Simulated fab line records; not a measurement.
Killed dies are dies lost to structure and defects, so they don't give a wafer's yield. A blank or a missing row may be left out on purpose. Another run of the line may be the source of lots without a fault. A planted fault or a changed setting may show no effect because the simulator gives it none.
Code-filled problem report in 8D (eight disciplines) form || flow nand_harc || the parts of the form that need people (team, actions taken, sign-off) are left out

## 1. WHAT WENT WRONG
A mean of 75 is read at NHARC_END_SORT_01 for killed_at_array, taken on 1 wafer of 1 lot, against 24 (standard deviation 7.4) on wafers free of any fault. Measured from the usual mean, that is +6.9 standard deviations.
Earliest sighting: wafer L242.3 on prober-02 at day 25 04:14. The record holds 3 wafers of 1 lot with a number at this step. Rule for "out", or "out of limits": more than 4 standard deviations from the usual mean. The rest of the wafers with a number are treated as sound.

## 2. WHAT IT IS, WHAT IT ISN'T
{"question": "which readings at this step", "is": "killed_at_array, killed_dies", "is not": "killed_at_other, killed_at_periphery, killed_open"}
{"question": "which lots", "is": "L242", "is not": "-"}
{"question": "which wafers of those lots", "is": "L242.3", "is not": "L242.2, L242.5"}
{"question": "read on which gauges", "is": "prober-02", "is not": "-"}
{"question": "when", "is": "from day 25 04:14", "is not": "up to then (1 sound wafer); but 1 sound wafer of L242 came after"}

## 3. THE SUSPECTS, EACH WITH WHAT RULES IT OUT
Counting: any tool at a process step up to the reading remains a suspect provided it ran every lot that is out. Sound lots after the first of them don't rule it out here, since some wafers of a struck lot are sound.
- the gauge at NHARC_END_SORT_01: kept. All the wafers that are out were read on prober-02, and no step on other tools shows them out.
- rie_diel-07 at NHARC_A_WL_FILL_STRIP_29 (strips in O2, time 20 s): kept. It ran the lot that is out, L242 (day 21 14:54).
- rtp_anneal-02 at NHARC_A_BONDPAD_ANNEAL_28 (time 90 s): kept. It ran the lot that is out, L242 (day 24 00:37).
- rtp_anneal-01 at NHARC_THIN_TSV_ANNEAL_52 (time 90 s): kept. It ran the lot that is out, L242 (day 24 16:07).
- rie_diel-07, NHARC_A_WL_FILL_STRIP_29: wafers that are out in chamber 1, sound lot-mates in chambers 0, 2.
Left after counting: rie_diel-07 at NHARC_A_WL_FILL_STRIP_29, rtp_anneal-02 at NHARC_A_BONDPAD_ANNEAL_28, rtp_anneal-01 at NHARC_THIN_TSV_ANNEAL_52, prober-02 at NHARC_END_SORT_01.

## 4. THE CAUSE (what the simulator had put in)
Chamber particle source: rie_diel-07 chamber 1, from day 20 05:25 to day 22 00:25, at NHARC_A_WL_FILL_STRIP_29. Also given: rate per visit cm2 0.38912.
This tool is one of the 4 suspects left after counting.

## 5. THE EFFECT CHAIN, in route order
Rows list readings where the struck wafers' mean (over those with a number) sits beyond 3 standard deviations from the usual. Scope: only readings with a usual standard deviation given in the record; hours: median across lots of the time from each lot's start at the first step in this table that gives one to its start at this step; sigmas: change in usual standard deviations.
{"hours": 0, "step": "NHARC_END_SORT_01", "reading": "killed_at_array", "usual": 24, "on struck wafers": 75, "change": "+51", "sigmas": "+6.9"}
{"hours": 0, "step": "NHARC_END_SORT_01", "reading": "killed_dies", "usual": 28, "on struck wafers": 80, "change": "+52", "sigmas": "+6.5"}

## 6. WHAT WOULD HAVE CAUGHT IT SOONER
In this record the first reading out of limits at a measuring or inspecting step was taken at day 25 04:14, 119 hours after the fault began at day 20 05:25.
Of the tool readings at NHARC_A_WL_FILL_STRIP_29 for which the record gives a usual standard deviation, none was out on any struck wafer, so an alarm limit of 4 standard deviations on them would not have fired.
The start of NHARC_A_WL_FILL_STRIP_29 on rie_diel-07 came by day 25 04:14 for every one of the lots that are out (1). None of them would have been spared by holding the tool at that moment.
